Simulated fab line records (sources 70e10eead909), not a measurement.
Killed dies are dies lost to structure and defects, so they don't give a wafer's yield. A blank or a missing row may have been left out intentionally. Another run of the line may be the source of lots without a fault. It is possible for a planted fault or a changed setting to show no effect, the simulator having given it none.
fab line records	flow nand-harc	part 1 of 2: steps 1 to 30 of 38
record: lots: 5	wafers: 15	last-day: 32
route steps=1302 shown A_STAIRCASE@747
lots with no fault: from the same line, run without faults
start-h: hours from the record's opening day to when the first of the lot's shown wafers began	wait-h: hours since the lot's step before	" same as the row above	L1.1+2: several wafers, shown together as one row	- value missing, or start not given	* or withheld: withheld	< > ~ a bound
route shown NAME@n: NAME is a module with steps in the file, n the number in the route of the first one	usual: mean and standard deviation over wafers with no fault	same: alike in all rows	chamber/n: place in a boat	sites: the reading at each site	_std_site: standard deviation of those values	_edge_site: inner sites' mean taken away from outer sites' mean	radius-mm: for every site, how far away it sits from the centre of the wafer	mask NAME#n: copy n	behind: tool/chamber where the wafer was last shaped	hold: why the lot went on hold/how many hours it stayed there/how the hold came to an end	device: transistor that didn't switch, given as n, p or np	end of line: tests of these same wafers at the route's end	a step without rows: its recipe alone	killed: not the wafer's yield, but the dies lost to structure and defects at the first sort	map: a wafer's dies, x killed, . not, _ none there
set.NAME: the setting that was run; set.NAME@STEP: the one run at that earlier step	model.NAME: the simulator's own value behind a step, which no gauge read
lots at selected steps of the route; one table per step, one row per wafer
services: the hour from which a tool's chamber was out of use, counted from the record's first day as start-h (under 0 if before that day), plus the number of hours and why
== steps ==
step: NHARC_A_STAIRCASE_TRIM_233
recipe: time-s: 211.2	o2-flow-sccm: 500	ar-flow-sccm: 0	bias-w: 0	chemistry: O2
usual: drypump-motor-current-A: 5.6/0.51	o2-flow-sccm: 500.2/1.4	oes-product-au: 1.001/0.018	rf-vpp-V: 57.9/0.89	showerhead-plenum-p-Torr: 3.53/0.18	throttle-valve-pct: 17.037/0.0081
lot.wafer	tool	chamber	start-h	wait-h	drypump-motor-current-A	o2-flow-sccm	oes-product-au	rf-hours-counter-h	rf-vpp-V	showerhead-plenum-p-Torr	throttle-valve-pct
L075.1	rie-diel-06	3	-	-	5.8	499.3	1.009	12	56.2	3.31	17.039
L075.3	"	0	"	"	5.8	501.1	1.007	12	57.7	3.33	17.025
L075.4	"	2	"	"	5.6	498.9	1.003	11	56.9	3.49	17.036
L074.1	rie-diel-11	1	-	-	4.9	500.3	0.958	33	58.1	3.29	17.037
L074.5	"	0	"	"	4.6	502.5	1.012	-	59.0	3.47	17.033
L074.6	"	1	"	"	4.9	499.8	0.962	-	56.9	3.29	17.042
L077.1	rie-diel-06	0	-	-	5.8	502.0	0.992	28	56.5	3.32	17.037
L077.5	"	2	"	"	5.5	498.3	1.006	-	58.7	3.48	17.047
L077.6	"	3	"	"	5.7	500.5	1.001	-	57.9	3.30	17.026
L096.4	rie-diel-11	0	-	-	4.7	502.1	1.013	46	57.5	3.44	17.020
L096.2	"	1	"	"	4.9	498.6	0.966	36	58.1	3.79	17.039
L096.1	"	3	"	"	5.5	500.1	1.009	46	57.0	3.43	17.026
L097.2	rie-diel-01	3	-	-	5.7	501.1	1.006	7	56.5	3.46	17.026
L097.5	"	0	"	"	5.8	500.0	1.002	-	58.5	3.62	17.038
L097.6	"	1	"	"	5.3	499.8	0.989	-	58.5	3.77	17.040
step: NHARC_A_STAIRCASE_ETCH_234
recipe: target-depth-a: 1000	time-s: 40.5	ion-energy-ev: 400	c4f8-flow-sccm: 20	o2-flow-sccm: 10	ar-flow-sccm: withheld	rf-w: 600	bias-w: 1000	chemistry: C4F8/O2
usual: oes-product-au: 0.946/0.017	rf-vpp-V: 896/6.5
lot.wafer	tool	chamber	start-h	wait-h	oes-product-au	rf-hours-counter-h	rf-vpp-V
L075.1	rie-diel-06	1	-	-	0.973	11	888
L075.3	"	2	"	"	0.954	11	896
L075.4	"	3	"	"	0.951	13	889
L074.1	rie-diel-11	1	-	-	0.903	33	887
L074.6	"	1	"	"	0.914	-	887
L074.5	"	2	"	"	0.957	-	895
L077.1	rie-diel-06	2	-	-	0.942	27	893
L077.6	"	1	"	"	0.961	-	887
L077.5	"	2	"	"	0.939	-	895
L096.4	rie-diel-11	3	-	-	0.960	46	894
L096.1	"	0	"	"	0.950	46	895
L096.2	"	1	"	"	0.923	37	904
L097.2	rie-diel-01	0	-	-	0.948	8	898
L097.6	"	1	"	"	0.930	-	904
L097.5	"	2	"	"	0.949	-	902
step: NHARC_A_STAIRCASE_TRIM_235
recipe: time-s: 211.2	o2-flow-sccm: 500	ar-flow-sccm: 0	bias-w: 0	chemistry: O2
usual: drypump-motor-current-A: 5.6/0.52	o2-flow-sccm: 500.2/1.5	oes-product-au: 1.002/0.019	rf-vpp-V: 57.7/0.89	showerhead-plenum-p-Torr: 3.53/0.18	throttle-valve-pct: 17.036/0.0094
lot.wafer	tool	chamber	start-h	wait-h	drypump-motor-current-A	o2-flow-sccm	oes-product-au	rf-hours-counter-h	rf-vpp-V	showerhead-plenum-p-Torr	throttle-valve-pct
L075.4	rie-diel-06	2	-	-	5.6	502.8	1.009	11	58.5	3.49	17.047
L075.1	"	0	"	"	5.8	500.9	1.009	12	57.4	3.33	17.036
L075.3	"	1	"	"	6.0	499.3	1.026	11	58.2	3.30	17.033
L074.1	rie-diel-11	3	-	-	5.5	501.4	1.009	35	57.7	3.47	17.031
L074.6	"	3	"	"	5.5	500.0	1.013	-	58.6	3.47	17.064
L074.5	"	0	"	"	4.7	499.4	1.013	-	56.5	3.47	17.026
L077.1	rie-diel-06	0	-	-	5.8	501.2	0.998	28	57.4	3.32	17.041
L077.5	"	0	"	"	5.8	498.4	0.995	-	58.2	3.32	17.039
L077.6	"	1	"	"	6.0	500.3	1.031	-	57.7	3.29	17.039
L096.4	rie-diel-11	3	-	-	5.5	499.3	1.017	46	56.1	3.43	17.052
L096.1	"	1	"	"	4.9	499.8	0.973	37	57.3	3.79	17.050
L096.2	"	2	"	"	5.9	498.4	0.980	42	58.2	3.49	17.043
L097.2	rie-diel-01	2	-	-	6.7	500.1	1.021	5	57.4	3.71	17.046
L097.5	"	1	"	"	5.3	502.5	0.993	-	59.2	3.77	17.037
L097.6	"	2	"	"	6.8	500.6	1.027	-	59.4	3.71	17.049
step: NHARC_A_STAIRCASE_ETCH_236
recipe: target-depth-a: 1000	time-s: 40.5	ion-energy-ev: 400	c4f8-flow-sccm: 20	o2-flow-sccm: 10	ar-flow-sccm: withheld	rf-w: 600	bias-w: 1000	chemistry: C4F8/O2
usual: oes-product-au: 0.947/0.017	rf-vpp-V: 896/6.4
lot.wafer	tool	chamber	start-h	wait-h	oes-product-au	rf-hours-counter-h	rf-vpp-V
L075.3	rie-diel-06	0	-	-	0.964	13	889
L075.1	"	1	"	"	0.982	11	889
L075.4	"	3	"	"	0.949	13	888
L074.1	rie-diel-11	2	-	-	0.976	32	896
L074.5	"	3	"	"	0.933	-	894
L074.6	"	0	"	"	0.957	-	892
L077.1	rie-diel-06	1	-	-	0.958	27	887
L077.5	"	0	"	"	0.937	-	888
L077.6	"	1	"	"	0.950	-	887
L096.1	rie-diel-11	0	-	-	0.954	46	891
L096.2	"	1	"	"	0.911	37	906
L096.4	"	2	"	"	0.932	42	894
L097.2	rie-diel-01	3	-	-	0.954	8	894
L097.5	"	2	"	"	0.964	-	902
L097.6	"	3	"	"	0.941	-	892
step: NHARC_A_STAIRCASE_STRIP_238
recipe: power-w: 1500	temp-c: 250	chemistry: O2
usual: drypump-motor-current-A: 6.0/0.31	heater-power-w: 325/34
lot.wafer	tool	chamber	start-h	wait-h	drypump-motor-current-A	heater-power-w	rf-hours-counter-h
L075.1	plasma-asher-01	1	361.10	0.1	6.3	272	2
L075.3	"	0	"	"	6.3	339	-
L075.4	"	1	"	"	6.2	275	-
L074.1	plasma-asher-02	0	366.39	0.1	5.4	353	21
L074.5	"	0	"	"	5.4	356	-
L074.6	"	1	"	"	5.9	336	-
L077.1	plasma-asher-01	1	401.26	0.1	6.3	282	10
L077.5	"	1	"	"	6.2	277	-
L077.6	"	0	"	"	6.2	336	-
L096.1	plasma-asher-01	0	572.06	0.1	6.2	332	14
L096.2	"	1	"	"	6.2	270	14
L096.4	"	0	"	"	6.2	330	-
L097.2	plasma-asher-02	1	589.59	0.1	5.9	349	30
L097.6	"	1	"	"	5.9	344	-
L097.5	"	0	"	"	5.4	363	-
step: NHARC_A_STAIRCASE_STRIP_239
recipe: time-s: 900	temp-c: 130	chemistry: SPM
lot.wafer	tool	chamber	start-h	wait-h
L075.1+3+4	wet-bench-09	1,2,4	361.40	0.3
L074.6+5+1	wet-bench-05	5,7,1	366.75	0.1
L077.6+5+1	wet-bench-05	4,7,0	401.61	0.1
L096.4+1+2	wet-bench-05	1,3,5	572.41	0.2
L097.2+6+5	wet-bench-05	5,6,7	589.94	0.3
step: NHARC_A_STAIRCASE_PRECLEAN_240
recipe: time-s: *	temp-c: 50	bath-age-min: 0	chemistry: SC1
usual: diw-flow-mL-min: 1415/4.1
lot.wafer	tool	chamber	start-h	wait-h	diw-flow-mL-min
L075.1	wet-bench-09	1	-	-	1417
L075.3	"	2	"	"	1413
L075.4	"	4	"	"	1419
L074.6	wet-bench-05	5	-	-	1418
L074.5	"	7	"	"	1417
L074.1	"	1	"	"	1415
L077.6	wet-bench-05	4	-	-	1413
L077.5	"	7	"	"	1420
L077.1	"	0	"	"	1406
L096.4	wet-bench-05	1	-	-	1414
L096.1	"	3	"	"	1414
L096.2	"	5	"	"	1416
L097.2	wet-bench-05	5	-	-	1410
L097.6	"	6	"	"	1416
L097.5	"	7	"	"	1417
step: NHARC_A_STAIRCASE_SRD_241
lot.wafer	tool	chamber	start-h	wait-h
L075.1+3+4	wet-bench-09	1,2,4	-	-
L074.6+5+1	wet-bench-05	5,7,1	-	-
L077.6+5+1	wet-bench-05	4,7,0	-	-
L096.4+1+2	wet-bench-05	1,3,5	-	-
L097.2+6+5	wet-bench-05	5,6,7	-	-
step: NHARC_A_STAIRCASE_DEHYDRATE_242
recipe: temp-c: 150	time-s: 120
lot.wafer	tool	chamber	start-h	wait-h
L075.1+3+4	litho-track-07	0	361.86	-
L074.1+5+6	litho-track-03	0	367.28	-
L077.1+5+6	litho-track-03	0	402.07	-
L096.1+2+4	litho-track-05	0	572.86	-
L097.2+5+6	litho-track-03	0	590.39	-
step: NHARC_A_STAIRCASE_HMDS_243
recipe: time-s: 30
lot.wafer	tool	chamber	start-h	wait-h
L075.1+3+4	litho-track-07	0	-	-
L074.1+5+6	litho-track-03	0	-	-
L077.1+5+6	litho-track-03	0	-	-
L096.1+2+4	litho-track-05	0	-	-
L097.2+5+6	litho-track-03	0	-	-
step: NHARC_A_STAIRCASE_COAT_244
recipe: spin-rpm: 1200
usual: spin-speed-rpm: 1200.0/0.69
lot.wafer	tool	chamber	start-h	wait-h	spin-speed-rpm
L075.1	litho-track-07	0	-	-	1199.8
L075.3	"	0	"	"	1200.5
L075.4	"	0	"	"	1199.8
L074.1	litho-track-03	0	-	-	1200.6
L074.5	"	0	"	"	1199.0
L074.6	"	0	"	"	1200.2
L077.1	litho-track-03	0	-	-	1201.0
L077.5	"	0	"	"	1199.8
L077.6	"	0	"	"	1200.7
L096.1	litho-track-05	0	-	-	1199.8
L096.2	"	0	"	"	1199.4
L096.4	"	0	"	"	1200.2
L097.2	litho-track-03	0	-	-	1198.9
L097.5	"	0	"	"	1199.6
L097.6	"	0	"	"	1199.2
step: NHARC_A_STAIRCASE_SOFTBAKE_245
recipe: temp-c: 135	time-s: 170
lot.wafer	tool	chamber	start-h	wait-h
L075.1+3+4	litho-track-07	0	-	-
L074.1+5+6	litho-track-03	0	-	-
L077.1+5+6	litho-track-03	0	-	-
L096.1+2+4	litho-track-05	0	-	-
L097.2+5+6	litho-track-03	0	-	-
step: NHARC_A_STAIRCASE_EBR_246
lot.wafer	tool	chamber	start-h	wait-h
L075.1+3+4	litho-track-07	0	-	-
L074.1+5+6	litho-track-03	0	-	-
L077.1+5+6	litho-track-03	0	-	-
L096.1+2+4	litho-track-05	0	-	-
L097.2+5+6	litho-track-03	0	-	-
step: NHARC_A_STAIRCASE_EXPOSE_247
recipe: na: 0.5	dose-mj: 25.34	mask-id: SDS_1
lot.wafer	tool	chamber	start-h	wait-h	mask
L075.1+3+4	krf-scanner-01	0	362.19	-	SDS_1#0
L074.1+5+6	krf-scanner-02	0	367.48	-	SDS_1#0
L077.1+5+6	krf-scanner-02	0	402.40	-	SDS_1#0
L096.1+2+4	krf-scanner-03	0	573.07	-	SDS_1#0
L097.2+5+6	krf-scanner-01	0	590.73	-	SDS_1#0
step: NHARC_A_STAIRCASE_PEB_248
recipe: peb-temp-c: 115	peb-time-s: 130
same: peb-time-s: 130
lot.wafer	tool	chamber	start-h	wait-h
L075.1+3+4	litho-track-05	0	362.25	0.1
L074.1+5+6	litho-track-07	0	367.55	0.1
L077.1+5+6	litho-track-05	0	402.47	0.1
L096.1+2+4	litho-track-03	0	573.13	0.1
L097.2+5+6	litho-track-03	0	590.79	0.1
step: NHARC_A_STAIRCASE_DEVELOP_249
recipe: time-s: 140
lot.wafer	tool	chamber	start-h	wait-h
L075.1+3+4	litho-track-05	0	-	-
L074.1+5+6	litho-track-07	0	-	-
L077.1+5+6	litho-track-05	0	-	-
L096.1+2+4	litho-track-03	0	-	-
L097.2+5+6	litho-track-03	0	-	-
step: NHARC_A_STAIRCASE_HARDBAKE_251
recipe: temp-c: 120	time-s: 140
lot.wafer	tool	chamber	start-h	wait-h
L075.1+3+4	litho-track-03	0	362.47	-
L074.1+5+6	litho-track-05	0	367.77	-
L077.1+5+6	litho-track-07	0	402.68	-
L096.1+2+4	litho-track-07	0	573.36	-
L097.2+5+6	litho-track-07	0	591.01	-
step: NHARC_A_STAIRCASE_DESCUM_252
recipe: time-s: 3	o2-flow-sccm: 200	ar-flow-sccm: 0	bias-power-w: 0	chemistry: O2
usual: drypump-motor-current-A: 5.6/0.55	o2-flow-sccm: 200.1/0.61	oes-product-au: 1.002/0.015	rf-vpp-V: 57.8/1	showerhead-plenum-p-Torr: 1.91/0.1	throttle-valve-pct: 11.312/0.0092
lot.wafer	tool	chamber	start-h	wait-h	drypump-motor-current-A	o2-flow-sccm	oes-product-au	rf-hours-counter-h	rf-vpp-V	showerhead-plenum-p-Torr	throttle-valve-pct
L075.1	rie-diel-01	1	362.68	-	5.2	199.8	1.004	49	57.5	1.76	11.307
L075.3	"	3	"	"	5.7	200.2	1.000	45	57.8	1.90	11.327
L075.4	"	0	"	"	5.8	200.7	0.997	46	57.6	1.99	11.299
L074.1	rie-diel-01	3	367.89	-	5.7	200.9	0.991	48	58.9	1.90	11.304
L074.5	"	0	"	"	5.8	201.3	0.989	-	57.8	1.99	11.308
L074.6	"	1	"	"	5.3	199.1	0.997	-	57.5	1.76	11.305
L077.1	rie-diel-06	2	402.86	-	5.6	200.3	0.999	27	57.6	1.89	11.316
L077.5	"	0	"	"	5.7	200.9	0.992	-	55.9	1.79	11.310
L077.6	"	1	"	"	6.0	200.1	1.006	-	58.2	1.77	11.316
L096.1	rie-diel-11	3	573.53	-	5.4	200.7	1.016	46	57.6	1.86	11.316
L096.2	"	0	"	"	4.7	200.5	1.016	46	57.6	1.86	11.324
L096.4	"	2	"	"	5.9	200.1	0.980	42	57.1	1.89	11.308
L097.2	rie-diel-01	1	591.13	-	5.2	200.2	0.984	6	57.8	2.05	11.302
L097.6	"	2	"	"	6.7	199.2	1.022	-	59.4	2.02	11.321
L097.5	"	3	"	"	5.7	201.0	1.004	-	57.4	1.87	11.308
step: NHARC_A_STAIRCASE_ETCH_253
recipe: target-depth-a: 500	time-s: 20.2	ion-energy-ev: 400	c4f8-flow-sccm: 20	o2-flow-sccm: 10	ar-flow-sccm: withheld	rf-w: 600	bias-w: 1000	chemistry: C4F8/O2
usual: oes-product-au: 0.955/0.022	rf-vpp-V: 896/6.1
lot.wafer	tool	chamber	start-h	wait-h	oes-product-au	rf-hours-counter-h	rf-vpp-V
L075.1	rie-diel-01	1	363.24	0.5	0.922	49	884
L075.3	"	3	"	"	0.931	46	895
L075.4	"	0	"	"	0.920	46	900
L074.1	rie-diel-01	1	367.96	0.1	0.965	51	886
L074.5	"	2	"	"	0.977	-	903
L074.6	"	3	"	"	0.976	-	894
L077.1	rie-diel-06	2	403.06	0.2	0.946	27	895
L077.6	"	1	"	"	0.952	-	887
L077.5	"	2	"	"	0.937	-	895
L096.4	rie-diel-11	3	573.63	0.1	0.961	46	894
L096.1	"	0	"	"	0.952	46	893
L096.2	"	2	"	"	0.943	42	896
L097.2	rie-diel-01	0	591.19	0.1	0.966	9	900
L097.5	"	0	"	"	0.975	-	899
L097.6	"	1	"	"	0.966	-	904
step: NHARC_A_STAIRCASE_STRIP_254
recipe: power-w: 1500	temp-c: 250	chemistry: O2
usual: drypump-motor-current-A: 6.0/0.33	heater-power-w: 331/34
lot.wafer	tool	chamber	start-h	wait-h	drypump-motor-current-A	heater-power-w	rf-hours-counter-h
L075.1	plasma-asher-02	0	363.32	-	5.5	346	21
L075.4	"	0	"	"	5.5	350	-
L075.3	"	1	"	"	5.9	338	-
L074.1	plasma-asher-01	0	368.03	-	6.2	338	4
L074.5	"	0	"	"	6.3	343	-
L074.6	"	1	"	"	6.2	271	-
L077.1	plasma-asher-02	1	403.19	-	5.9	343	28
L077.5	"	0	"	"	5.4	359	-
L077.6	"	1	"	"	5.9	339	-
L096.1	plasma-asher-02	0	573.71	-	5.4	380	27
L096.2	"	1	"	"	5.9	355	27
L096.4	"	0	"	"	5.4	360	-
L097.2	plasma-asher-02	1	591.32	-	5.9	348	30
L097.6	"	0	"	"	5.4	376	-
L097.5	"	1	"	"	5.9	350	-
step: NHARC_A_STAIRCASE_STRIP_255
recipe: time-s: 900	temp-c: 130	chemistry: SPM
lot.wafer	tool	chamber	start-h	wait-h
L075.1+4+3	wet-bench-04	2,3,7	363.67	0.3
L074.1+6+5	wet-bench-04	5,7,1	368.39	0.3
L077.5+6+1	wet-bench-05	0,4,5	403.49	0.1
L096.1+2+4	wet-bench-05	4,6,1	574.06	0.3
L097.2+6+5	wet-bench-05	5,6,0	591.64	0.3
step: NHARC_A_STAIRCASE_PRECLEAN_256
recipe: time-s: *	temp-c: 50	bath-age-min: 0	chemistry: SC1
usual: diw-flow-mL-min: 1415/3.9
lot.wafer	tool	chamber	start-h	wait-h	diw-flow-mL-min
L075.1	wet-bench-04	2	-	-	1417
L075.4	"	3	"	"	1414
L075.3	"	7	"	"	1416
L074.1	wet-bench-04	5	-	-	1408
L074.6	"	7	"	"	1409
L074.5	"	1	"	"	1415
L077.5	wet-bench-05	0	-	-	1412
L077.6	"	4	"	"	1408
L077.1	"	5	"	"	1420
L096.1	wet-bench-05	4	-	-	1423
L096.2	"	6	"	"	1415
L096.4	"	1	"	"	1419
L097.2	wet-bench-05	5	-	-	1409
L097.6	"	6	"	"	1415
L097.5	"	0	"	"	1410
step: NHARC_A_STAIRCASE_SRD_257
lot.wafer	tool	chamber	start-h	wait-h
L075.1+4+3	wet-bench-04	2,3,7	-	-
L074.1+6+5	wet-bench-04	5,7,1	-	-
L077.5+6+1	wet-bench-05	0,4,5	-	-
L096.1+2+4	wet-bench-05	4,6,1	-	-
L097.2+6+5	wet-bench-05	5,6,0	-	-
step: NHARC_A_STAIRCASE_HM_DEP_456
recipe: target-thk-a: 31000	temp-c: 400	material: aC
usual: throttle-valve-pct: 35.001/0.009
lot.wafer	tool	chamber	start-h	wait-h	throttle-valve-pct
L075.1	acl-dep-03	0	364.14	-	35.011
L075.3	"	0	"	"	34.999
L075.4	"	0	"	"	34.997
L074.1	acl-dep-02	0	371.72	-	34.999
L074.5	"	0	372.93	-	34.987
L074.6	"	0	"	"	35.004
L077.1	acl-dep-01	0	404.42	-	34.995
L077.5	"	0	405.64	-	35.001
L077.6	"	0	"	"	34.999
L096.1	acl-dep-01	0	574.88	-	34.997
L096.2	"	0	"	"	34.977
L096.4	"	0	"	"	35.007
L097.2	acl-dep-02	0	592.80	-	34.999
L097.5	"	0	"	"	34.995
L097.6	"	0	"	"	34.986
step: NHARC_A_STAIRCASE_DEP_259
recipe: target-thk-a: 300	target-thk-nm: 30	temp-c: 400	pressure-torr: 3.5	flow-sccm: 200	rf-w: 350	material: SiON
usual: heater-power-w: 746/94
lot.wafer	tool	chamber	start-h	wait-h	heater-power-w
L075.3	pecvd-03	2	366.00	0.9	768
L075.1	"	0	"	"	590
L075.4	"	2	"	"	787
L074.1	pecvd-01	2	373.62	1.6	879
L074.5	"	1	"	"	911
L074.6	"	2	"	"	857
L077.1	pecvd-02	1	406.33	1.6	808
L077.6	"	0	"	"	686
L077.5	"	1	"	"	793
L096.1	pecvd-03	1	576.76	1.6	668
L096.2	"	2	"	"	875
L096.4	"	0	"	"	626
L097.2	pecvd-01	0	594.39	1.3	682
L097.5	"	0	"	"	672
L097.6	"	1	"	"	938
step: NHARC_A_STAIRCASE_DEHYDRATE_260
recipe: temp-c: 150	time-s: 120
lot.wafer	tool	chamber	start-h	wait-h
L075.1+3+4	litho-track-03	0	366.27	0.2
L074.1+5+6	litho-track-05	0	373.83	0.2
L077.1+5+6	litho-track-05	0	406.54	0.2
L096.1+2+4	litho-track-03	0	577.01	0.2
L097.2+5+6	litho-track-07	0	594.67	0.2
step: NHARC_A_STAIRCASE_HMDS_261
recipe: time-s: 30
lot.wafer	tool	chamber	start-h	wait-h
L075.1+3+4	litho-track-03	0	-	-
L074.1+5+6	litho-track-05	0	-	-
L077.1+5+6	litho-track-05	0	-	-
L096.1+2+4	litho-track-03	0	-	-
L097.2+5+6	litho-track-07	0	-	-
step: NHARC_A_STAIRCASE_COAT_262
recipe: spin-rpm: 1200
usual: spin-speed-rpm: 1200.2/0.73
lot.wafer	tool	chamber	start-h	wait-h	spin-speed-rpm
L075.1	litho-track-03	0	-	-	1198.8
L075.3	"	0	"	"	1200.0
L075.4	"	0	"	"	1199.9
L074.1	litho-track-05	0	-	-	1199.2
L074.5	"	0	"	"	1200.8
L074.6	"	0	"	"	1201.2
L077.1	litho-track-05	0	-	-	1201.1
L077.5	"	0	"	"	1199.0
L077.6	"	0	"	"	1198.9
L096.1	litho-track-03	0	-	-	1201.2
L096.2	"	0	"	"	1200.6
L096.4	"	0	"	"	1200.1
L097.2	litho-track-07	0	-	-	1200.7
L097.5	"	0	"	"	1199.8
L097.6	"	0	"	"	1200.1
step: NHARC_A_STAIRCASE_SOFTBAKE_263
recipe: temp-c: 135	time-s: 170
lot.wafer	tool	chamber	start-h	wait-h
L075.1+3+4	litho-track-03	0	-	-
L074.1+5+6	litho-track-05	0	-	-
L077.1+5+6	litho-track-05	0	-	-
L096.1+2+4	litho-track-03	0	-	-
L097.2+5+6	litho-track-07	0	-	-
step: NHARC_A_STAIRCASE_EBR_264
lot.wafer	tool	chamber	start-h	wait-h
L075.1+3+4	litho-track-03	0	-	-
L074.1+5+6	litho-track-05	0	-	-
L077.1+5+6	litho-track-05	0	-	-
L096.1+2+4	litho-track-03	0	-	-
L097.2+5+6	litho-track-07	0	-	-
